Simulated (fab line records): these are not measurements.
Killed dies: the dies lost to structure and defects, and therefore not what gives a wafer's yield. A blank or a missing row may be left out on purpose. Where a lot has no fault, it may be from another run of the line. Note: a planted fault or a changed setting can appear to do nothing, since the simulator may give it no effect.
Chamber matching -- flow n5Finfet -- N5_BEOL_M4_PECVD_72 on pecvd-04 has 3 sister chambers
The step deposits SiO2 from TEOS/O2, target thk 16 nm, time 18 s. 24 wafers are shown with their chamber, then 12 later ones without.

== WAFERS WITH THEIR CHAMBER ==
wafer,chamber,showerheadPlenumPTorr (Torr),heaterPowerW (W),throttleValvePct (%)
L074.1,2,8.94,720,22.9
L074.4,1,8.65,467,22.5
L074.5,2,8.89,728,22.5
L076.1,2,8.91,876,22.9
L076.2,0,8.73,558,21.8
L076.4,1,8.66,499,22.7
L082.2,0,8.74,542,21.3
L082.4,0,8.73,547,21.5
L082.6,0,8.77,540,21.5
L084.2,1,8.63,431,22.4
L084.4,1,8.64,436,22.5
L084.5,1,8.66,435,22.7
L086.1,1,8.68,529,22.7
L086.2,0,8.73,619,21.7
L086.3,1,8.65,510,22.6
L086.4,0,8.72,608,21.2
L086.5,1,8.66,524,22.5
L086.6,0,8.74,612,21.7
L087.1,2,8.87,776,19.2
L087.3,1,8.66,531,22.5
L087.6,1,8.67,540,22.9
L093.1,1,8.68,522,22.6
L093.2,2,8.89,845,19.1
L093.3,1,8.63,533,22.4

SIGNATURES (averages over the wafers above)
reading,chamber 0,chamber 1,chamber 2,scatter within a chamber
showerheadPlenumPTorr,8.7371,8.6558,8.9000,0.0188
heaterPowerW,575.14,496.42,789.00,47.2
throttleValvePct,21.529,22.583,21.320,0.882
Rule: a wafer lies at a distance from a chamber equal to the root of the sum of squares, over the readings, of (its reading less the chamber's mean, divided by the reading's scatter). If the next closest chamber is less than 2 further off than the closest, the wafer can't be placed; otherwise it belongs to the closest. The scatter: take each reading less its chamber's mean, square it, sum over the shown wafers, divide by the number of wafers less the number of chambers, and take the root.

== WAFERS WHOSE CHAMBER IS MISSING ==
wafer,showerheadPlenumPTorr (Torr),heaterPowerW (W),throttleValvePct (%)
L093.4,8.91,856,19.5
L093.5,8.89,832,19.4
L093.6,8.65,533,22.5
L094.1,8.67,467,22.8
L094.2,8.89,877,19.5
L094.3,8.66,469,22.5
L094.4,8.89,892,19.4
L094.5,8.65,460,22.7
L094.6,8.90,901,19.4
L096.1,8.73,612,21.6
L096.4,8.64,490,22.7
L096.5,8.90,783,19.6

== THE CHAMBER EACH PASSED THROUGH ==
wafer,from the rows above,in truth
L093.4,2,2
L093.5,2,2
L093.6,1,1
L094.1,1,1
L094.2,2,2
L094.3,1,1
L094.4,2,2
L094.5,1,1
L094.6,2,2
L096.1,0,0
L096.4,1,1
L096.5,2,2
12 of 12 placed correctly. Number that these rows cannot place: 0. Placed wrongly: 0.
